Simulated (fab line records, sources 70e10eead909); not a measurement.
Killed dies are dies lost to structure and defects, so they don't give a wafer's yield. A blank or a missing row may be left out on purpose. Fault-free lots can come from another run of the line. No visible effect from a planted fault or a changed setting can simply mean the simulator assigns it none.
The tool behind it: which one? -- flow nand-harc -- 18 wafers from 6 lots sampled at 5 of the route's 1302 steps

== WHAT THE GAUGES READ, wafer by wafer ==
NHARC_END_SORT_01.
lot,measured,on,killed-at-array
L596,day 29 12:34,prober-02,64 66 58
L606,day 34 12:29,prober-01,47 64 57

== EACH LOT AND THE TOOL THAT RAN IT (in order: tool; ch and the chambers of the sampled wafers; start) ==
lot,NHARC_P_GATE_STRIP_95,NHARC_P_CONTACT_SOFTBAKE_07,NHARC_P_CONTACT_DESCUM_17,NHARC_P_CONTACT_ETCH_35
L587,"plasma-asher-02 ch 0,1, day 7 12:22","litho-track-06 ch 0, day 7 15:00","rie-diel-09 ch 0,1,2, day 7 15:57","rie-diel-09 ch 0,1,2, day 7 16:03"
L590,"plasma-asher-01 ch 0,1, day 8 10:13","litho-track-01 ch 0, day 8 13:00","rie-diel-08 ch 0,3, day 8 13:53","rie-diel-08 ch 0,2,3, day 8 13:59"
L592,"plasma-asher-01 ch 0,1, day 9 08:11","litho-track-01 ch 0, day 9 11:00","rie-diel-08 ch 2,3, day 9 11:47","rie-diel-08 ch 0,2, day 9 11:54"
L596,"plasma-asher-02 ch 0,1, day 10 22:13","litho-track-01 ch 0, day 11 01:00","rie-diel-09 ch 0,2,3, day 11 02:24","rie-diel-09 ch 0,1,2, day 11 02:29"
L602,"plasma-asher-01 ch 0,1, day 13 14:43","litho-track-06 ch 0, day 13 17:00","rie-diel-09 ch 0,2,3, day 13 18:19","rie-diel-09 ch 0,3, day 13 18:24"
L606,"plasma-asher-02 ch 0,1, day 15 13:24","litho-track-01 ch 0, day 15 16:00","rie-diel-09 ch 0,2,3, day 15 16:51","rie-diel-09 ch 0,3, day 15 16:56"
- NHARC_P_GATE_STRIP_95: strips in O2.
- NHARC_P_CONTACT_SOFTBAKE_07: time 55 s.
- NHARC_P_CONTACT_DESCUM_17: chemistry O2, time 3 s.
- NHARC_P_CONTACT_ETCH_35: etches the open film in CF4, target depth 39 nm, time 65 s.

== THE ANSWER, worked out from the rows above alone ==
Rule: the lots themselves supply what counts as usual. Put in order of their means at a reading, lots are off if they are a third of the lots or fewer, leave a main group of 4 or more, and stand apart from it by a gap of 3 or more times the standard deviation of the main group's means; of several such gaps the widest counts. The tables above print the reading to a certain number of digits; a main group whose means all agree to those digits is not used. A lot without any number at a reading at which 4 lots or more have one is off too. The other lots that the step has rows for count as sound.
No lot is off at any reading shown: from this, nothing can be told.

== WHAT HAD BEEN PUT IN BY THE SIMULATOR ==
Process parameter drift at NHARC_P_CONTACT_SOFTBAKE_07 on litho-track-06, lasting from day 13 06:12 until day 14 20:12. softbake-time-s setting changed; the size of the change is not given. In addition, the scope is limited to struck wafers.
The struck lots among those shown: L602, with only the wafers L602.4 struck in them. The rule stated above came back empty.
